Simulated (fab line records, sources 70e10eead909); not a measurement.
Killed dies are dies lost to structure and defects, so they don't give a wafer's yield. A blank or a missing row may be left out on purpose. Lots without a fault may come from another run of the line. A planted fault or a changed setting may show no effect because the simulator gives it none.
Which tool did it? | flow nand_harc | 12 lots, 36 wafers sampled, at 3 steps of a route of 1159

WHAT THE GAUGES READ, wafer by wafer
NHARC_A_CONTACT_OVL_MEAS_43.
lot  | measured     | on         | overlay_x_nm (nm)
L075 | day 16 12:46 | overlay-02 | -1.2 -0.7 -1.6
L078 | day 17 04:52 | overlay-02 | 0.4 0.6 0.3
L080 | day 17 22:07 | overlay-02 | 0.3 -0.1 -0.2
L081 | day 18 00:56 | overlay-01 | 0.3 0.3 0.9
L083 | day 18 14:08 | overlay-02 | 0.8 0.6 0.7
L085 | day 18 23:49 | overlay-02 | 1.2 0.6 0.8
L087 | day 19 05:36 | overlay-01 | -0.5 -0.8 -0.7
L088 | day 20 03:58 | overlay-02 | 0.6 0.1 -0.4
L089 | day 20 11:14 | overlay-02 | -0.7 -1.1 -1.2
L092 | day 20 19:16 | overlay-02 | -2.1 -2.5 -2.0
L096 | day 21 11:47 | overlay-01 | -0.8 -1.4 -1.0
L095 | day 22 01:52 | overlay-01 | 0.3 0.3 0.0

WHICH TOOL RAN EACH LOT (tool, then ch and the chambers of the sampled wafers, then the start)
lot  | NHARC_A_WL_FILL_STRIP_27             | NHARC_A_WL_FILL_ETCHBACK_26
L075 | plasma_asher-01 ch 0,1, day 15 07:40 | rie_si-01 ch 0,1,3, day 16 00:41
L078 | plasma_asher-01 ch 1, day 16 02:59   | rie_si-02 ch 0,1,2, day 16 18:28
L080 | plasma_asher-01 ch 0,1, day 16 11:11 | rie_si-02 ch 0,3, day 17 02:43
L081 | plasma_asher-02 ch 0,1, day 16 14:01 | rie_si-01 ch 0,1,3, day 17 06:03
L083 | plasma_asher-02 ch 0,1, day 17 10:55 | rie_si-06 ch 0,2,3, day 17 23:38
L085 | plasma_asher-02 ch 0,1, day 17 20:45 | rie_si-02 ch 1,2, day 18 13:49
L087 | plasma_asher-01 ch 1, day 18 01:32   | rie_si-06 ch 1,3, day 18 16:49
L088 | plasma_asher-01 ch 0,1, day 18 21:32 | rie_si-01 ch 0,1,3, day 19 17:29
L089 | plasma_asher-02 ch 0,1, day 19 07:18 | rie_si-02 ch 1,2, day 19 22:52
L092 | plasma_asher-01 ch 0,1, day 19 17:14 | rie_si-01 ch 0,1,3, day 20 09:25
L096 | plasma_asher-01 ch 1, day 20 08:43   | rie_si-02 ch 2,3, day 20 23:27
L095 | plasma_asher-02 ch 0,1, day 20 23:55 | rie_si-01 ch 0,1,2, day 21 12:09
- NHARC_A_WL_FILL_STRIP_27: strips in N2/H2, time 20 s.
- NHARC_A_WL_FILL_ETCHBACK_26: etches the open film in HBr, target depth 52 nm, time 13.3 s.

THE ANSWER, worked out from the rows above alone
Rule: what is usual is taken from the lots themselves. Put in order of their means at a reading, lots are off if they are a third of the lots or fewer, leave a main group of 4 or more, and stand apart from it by a gap of 3 or more times the standard deviation of the main group's means; of several such gaps the widest counts. A main group whose means are all the same, to the digits that the tables above print for the reading, isn't used. A lot without any number at a reading at which 4 lots or more have one is off too. The other lots that the step has rows for count as sound.
No lot is off at any reading shown: from this, nothing can be told.

WHAT THE SIMULATOR HAD PUT IN
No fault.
